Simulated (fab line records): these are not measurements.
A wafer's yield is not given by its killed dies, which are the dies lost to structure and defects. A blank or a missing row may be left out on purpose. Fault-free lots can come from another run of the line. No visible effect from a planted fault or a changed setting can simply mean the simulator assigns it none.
Which tool was responsible?    flow n5 finfet    36 wafers sampled from 12 lots at 1 step of a route of 1938

== WHAT EACH GAUGE READ, for each wafer ==
N5_BEOL_M13_OVL_MEAS_29.
lot   measured      on          M13_OVL (nm)
L076  day 11 05:09  overlay-02  3 -6 0
L077  day 12 04:48  overlay-02  11 0 8
L079  day 12 21:36  overlay-02  7 2 0
L083  day 13 15:43  overlay-02  6 8 6
L084  day 13 23:56  overlay-01  6 8 -3
L085  day 14 09:55  overlay-02  -1 1 0
L087  day 15 00:15  overlay-02  -1 5 -3
L090  day 15 13:39  overlay-02  5 0 4
L091  day 15 17:37  overlay-02  -1 -3 2
L094  day 15 23:08  overlay-02  4 5 2
L092  day 16 03:33  overlay-02  11 5 7
L097  day 17 18:12  overlay-02  8 7 2

== WHAT TOOL EACH LOT RAN ON (gives the tool, then ch and the chambers of the sampled wafers, and finally the start) ==
There is no process step in the record ahead of these readings.

== THE ANSWER, worked out from the rows above alone ==
Rule: the lots themselves supply what counts as usual. The widest of any qualifying gaps counts: lots, ordered by their means at a reading, are off when they make up no more than a third of the lots, leave a main group of 4 or more, and stand apart from it by 3 or more times the standard deviation of that group's means. A main group is skipped when, at the precision printed for the reading in the tables above, its means are all equal. Also off: a lot with no number at a reading for which 4 or more lots have one. Where the step has rows for the other lots, those lots are counted as sound.
No lot is off at any reading shown: from this, nothing can be told.

== WHAT THE SIMULATOR PUT IN ==
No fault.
